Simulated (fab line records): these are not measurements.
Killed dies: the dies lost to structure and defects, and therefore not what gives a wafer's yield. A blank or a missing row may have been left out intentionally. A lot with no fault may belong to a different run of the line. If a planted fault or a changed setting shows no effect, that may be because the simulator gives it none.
Chamber matching :: flow nand-harc :: NHARC_P_M0_ETCH_34 on rie-diel-12: 4 sister chambers
The step etches the open film in N2/H2, target depth 40 nm, overetch 12 nm, time 43.94 s. 30 wafers are shown with their chamber, then 12 later ones without.

== WAFERS, EACH WITH ITS CHAMBER ==
wafer: L075.1
chamber: 3
drypump-motor-current-A (A): 6.4
showerhead-plenum-p-Torr (Torr): 2.03
rf-vpp-V (V): 431.1

wafer: L075.2
chamber: 0
drypump-motor-current-A (A): 5.6
showerhead-plenum-p-Torr (Torr): 1.90
rf-vpp-V (V): 427.7

wafer: L075.5
chamber: 2
drypump-motor-current-A (A): 5.2
showerhead-plenum-p-Torr (Torr): 2.06
rf-vpp-V (V): 429.7

wafer: L076.1
chamber: 0
drypump-motor-current-A (A): 5.6
showerhead-plenum-p-Torr (Torr): 1.90
rf-vpp-V (V): 427.4

wafer: L076.3
chamber: 2
drypump-motor-current-A (A): 5.2
showerhead-plenum-p-Torr (Torr): 2.06
rf-vpp-V (V): 431.7

wafer: L076.4
chamber: 1
drypump-motor-current-A (A): 6.4
showerhead-plenum-p-Torr (Torr): 1.98
rf-vpp-V (V): 428.8

wafer: L079.2
chamber: 0
drypump-motor-current-A (A): 5.6
showerhead-plenum-p-Torr (Torr): 1.90
rf-vpp-V (V): 425.6

wafer: L079.5
chamber: 2
drypump-motor-current-A (A): 5.2
showerhead-plenum-p-Torr (Torr): 2.06
rf-vpp-V (V): 431.3

wafer: L079.6
chamber: 1
drypump-motor-current-A (A): 6.4
showerhead-plenum-p-Torr (Torr): 1.98
rf-vpp-V (V): 428.9

wafer: L081.1
chamber: 1
drypump-motor-current-A (A): 6.4
showerhead-plenum-p-Torr (Torr): 1.97
rf-vpp-V (V): 428.1

wafer: L081.2
chamber: 2
drypump-motor-current-A (A): 5.2
showerhead-plenum-p-Torr (Torr): 2.05
rf-vpp-V (V): 430.9

wafer: L081.4
chamber: 3
drypump-motor-current-A (A): 6.4
showerhead-plenum-p-Torr (Torr): 2.03
rf-vpp-V (V): 430.5

wafer: L082.2
chamber: 0
drypump-motor-current-A (A): 5.6
showerhead-plenum-p-Torr (Torr): 1.90
rf-vpp-V (V): 427.3

wafer: L082.3
chamber: 3
drypump-motor-current-A (A): 6.4
showerhead-plenum-p-Torr (Torr): 2.03
rf-vpp-V (V): 429.7

wafer: L082.5
chamber: 2
drypump-motor-current-A (A): 5.2
showerhead-plenum-p-Torr (Torr): 2.06
rf-vpp-V (V): 430.2

wafer: L084.1
chamber: 2
drypump-motor-current-A (A): 5.1
showerhead-plenum-p-Torr (Torr): 2.05
rf-vpp-V (V): 430.7

wafer: L084.3
chamber: 0
drypump-motor-current-A (A): 5.6
showerhead-plenum-p-Torr (Torr): 1.90
rf-vpp-V (V): 428.0

wafer: L084.5
chamber: 2
drypump-motor-current-A (A): 5.2
showerhead-plenum-p-Torr (Torr): 2.05
rf-vpp-V (V): 430.4

wafer: L086.4
chamber: 3
drypump-motor-current-A (A): 6.4
showerhead-plenum-p-Torr (Torr): 2.02
rf-vpp-V (V): 430.3

wafer: L086.5
chamber: 0
drypump-motor-current-A (A): 5.6
showerhead-plenum-p-Torr (Torr): 1.90
rf-vpp-V (V): 425.9

wafer: L086.6
chamber: 2
drypump-motor-current-A (A): 5.2
showerhead-plenum-p-Torr (Torr): 2.05
rf-vpp-V (V): 431.2

wafer: L085.1
chamber: 0
drypump-motor-current-A (A): 5.6
showerhead-plenum-p-Torr (Torr): 1.90
rf-vpp-V (V): 427.6

wafer: L085.2
chamber: 1
drypump-motor-current-A (A): 6.4
showerhead-plenum-p-Torr (Torr): 1.97
rf-vpp-V (V): 428.9

wafer: L085.6
chamber: 0
drypump-motor-current-A (A): 5.6
showerhead-plenum-p-Torr (Torr): 1.90
rf-vpp-V (V): 426.2

wafer: L087.1
chamber: 0
drypump-motor-current-A (A): 5.6
showerhead-plenum-p-Torr (Torr): 1.90
rf-vpp-V (V): 426.9

wafer: L087.3
chamber: 3
drypump-motor-current-A (A): 6.4
showerhead-plenum-p-Torr (Torr): 2.02
rf-vpp-V (V): 429.3

wafer: L087.5
chamber: 2
drypump-motor-current-A (A): 5.2
showerhead-plenum-p-Torr (Torr): 2.05
rf-vpp-V (V): 429.7

wafer: L093.1
chamber: 3
drypump-motor-current-A (A): 6.4
showerhead-plenum-p-Torr (Torr): 2.02
rf-vpp-V (V): 431.1

wafer: L093.4
chamber: 2
drypump-motor-current-A (A): 5.2
showerhead-plenum-p-Torr (Torr): 2.05
rf-vpp-V (V): 431.0

wafer: L093.6
chamber: 3
drypump-motor-current-A (A): 6.5
showerhead-plenum-p-Torr (Torr): 2.02
rf-vpp-V (V): 430.6

SIGNATURES (averages over the wafers above)
reading: drypump-motor-current-A
chamber 0: 5.600
chamber 1: 6.400
chamber 2: 5.190
chamber 3: 6.414
scatter within a chamber: 0.026

reading: showerhead-plenum-p-Torr
chamber 0: 1.9000
chamber 1: 1.9750
chamber 2: 2.0540
chamber 3: 2.0243
scatter within a chamber: 0.00444

reading: rf-vpp-V
chamber 0: 426.956
chamber 1: 428.675
chamber 2: 430.680
chamber 3: 430.371
scatter within a chamber: 0.711
Rule: a wafer lies at a distance from a chamber equal to the root of the sum of squares, over the readings, of (its reading less the chamber's mean, divided by the reading's scatter). The wafer belongs to the nearest chamber; if the next one is less than 2 further off, it can't be placed. The scatter: take each reading less its chamber's mean, square it, sum over the shown wafers, divide by the number of wafers less the number of chambers, and take the root.

== WAFERS WITH NO CHAMBER GIVEN ==
wafer: L094.1
drypump-motor-current-A (A): 6.4
showerhead-plenum-p-Torr (Torr): 2.02
rf-vpp-V (V): 429.3

wafer: L094.3
drypump-motor-current-A (A): 5.2
showerhead-plenum-p-Torr (Torr): 2.05
rf-vpp-V (V): 431.6

wafer: L094.4
drypump-motor-current-A (A): 6.4
showerhead-plenum-p-Torr (Torr): 1.97
rf-vpp-V (V): 429.0

wafer: L095.1
drypump-motor-current-A (A): 6.4
showerhead-plenum-p-Torr (Torr): 1.97
rf-vpp-V (V): 428.4

wafer: L095.4
drypump-motor-current-A (A): 6.4
showerhead-plenum-p-Torr (Torr): 2.02
rf-vpp-V (V): 429.8

wafer: L095.5
drypump-motor-current-A (A): 5.2
showerhead-plenum-p-Torr (Torr): 2.05
rf-vpp-V (V): 430.5

wafer: L096.2
drypump-motor-current-A (A): 6.4
showerhead-plenum-p-Torr (Torr): 2.02
rf-vpp-V (V): 430.8

wafer: L096.3
drypump-motor-current-A (A): 5.6
showerhead-plenum-p-Torr (Torr): 1.89
rf-vpp-V (V): 425.9

wafer: L096.5
drypump-motor-current-A (A): 6.4
showerhead-plenum-p-Torr (Torr): 2.02
rf-vpp-V (V): 429.7

wafer: L097.2
drypump-motor-current-A (A): 5.6
showerhead-plenum-p-Torr (Torr): 1.89
rf-vpp-V (V): 427.9

wafer: L097.4
drypump-motor-current-A (A): 6.4
showerhead-plenum-p-Torr (Torr): 2.02
rf-vpp-V (V): 429.0

wafer: L097.5
drypump-motor-current-A (A): 5.6
showerhead-plenum-p-Torr (Torr): 1.89
rf-vpp-V (V): 425.8

== CHAMBER TAKEN BY EACH ==
wafer: L094.1
from the rows above: 3
in truth: 3

wafer: L094.3
from the rows above: 2
in truth: 2

wafer: L094.4
from the rows above: 1
in truth: 1

wafer: L095.1
from the rows above: 1
in truth: 1

wafer: L095.4
from the rows above: 3
in truth: 3

wafer: L095.5
from the rows above: 2
in truth: 2

wafer: L096.2
from the rows above: 3
in truth: 3

wafer: L096.3
from the rows above: 0
in truth: 0

wafer: L096.5
from the rows above: 3
in truth: 3

wafer: L097.2
from the rows above: 0
in truth: 0

wafer: L097.4
from the rows above: 3
in truth: 3

wafer: L097.5
from the rows above: 0
in truth: 0
Placed correctly: 12 of 12. From these rows, 0 cannot be placed. Wrongly placed: 0.
